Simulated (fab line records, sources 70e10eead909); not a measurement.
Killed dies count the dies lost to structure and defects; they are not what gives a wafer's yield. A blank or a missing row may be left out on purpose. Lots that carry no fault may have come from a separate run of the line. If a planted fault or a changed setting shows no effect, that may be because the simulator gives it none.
Which tool is to blame? / flow nand-harc / 6 lots, 18 wafers sampled, at 2 steps of a route of 1159

WHAT THE GAUGES READ, wafer by wafer
NHARC_P_M0_CD_MEAS_09: the cd target is 90 nm.
lot=L318; measured=day 6 11:30; on=cd-sem-02; cd-nm (nm)=88.9 88.6 88.6
lot=L323; measured=day 7 01:13; on=cd-sem-01; cd-nm (nm)=89.2 89.0 89.5
lot=L328; measured=day 9 00:57; on=cd-sem-02; cd-nm (nm)=89.6 89.8 90.1
lot=L332; measured=day 9 17:31; on=cd-sem-03; cd-nm (nm)=89.8 90.5 89.6
lot=L333; measured=day 10 00:56; on=cd-sem-03; cd-nm (nm)=90.4 90.3 91.2
lot=L337; measured=day 10 18:54; on=cd-sem-03; cd-nm (nm)=90.4 90.9 91.0

WHICH TOOL RAN EACH LOT (tool, then ch and the chambers of the sampled wafers, then the start)
lot=L318; NHARC_P_M0_EXPOSE_06=arfi-scanner-03 ch 0, day 6 11:22
lot=L323; NHARC_P_M0_EXPOSE_06=arfi-scanner-01 ch 0, day 7 01:04
lot=L328; NHARC_P_M0_EXPOSE_06=arfi-scanner-01 ch 0, day 9 00:49
lot=L332; NHARC_P_M0_EXPOSE_06=arfi-scanner-01 ch 0, day 9 17:22
lot=L333; NHARC_P_M0_EXPOSE_06=arfi-scanner-01 ch 0, day 10 00:48
lot=L337; NHARC_P_M0_EXPOSE_06=arfi-scanner-01 ch 0, day 10 18:46
- NHARC_P_M0_EXPOSE_06: exposes mask P M0, target cd 90 nm.

THE ANSWER, worked out from the rows above alone
Rule: what is usual is taken from the lots themselves. The widest of any qualifying gaps counts: lots, ordered by their means at a reading, are off when they make up no more than a third of the lots, leave a main group of 4 or more, and stand apart from it by 3 or more times the standard deviation of that group's means. The tables above print the reading to a certain number of digits; a main group whose means all agree to those digits is not used. A lot without any number at a reading at which 4 lots or more have one is off too. All remaining lots with rows at the step are treated as sound.
None of the lots is off at any reading shown; this tells nothing.

WHAT THE SIMULATOR PUT IN
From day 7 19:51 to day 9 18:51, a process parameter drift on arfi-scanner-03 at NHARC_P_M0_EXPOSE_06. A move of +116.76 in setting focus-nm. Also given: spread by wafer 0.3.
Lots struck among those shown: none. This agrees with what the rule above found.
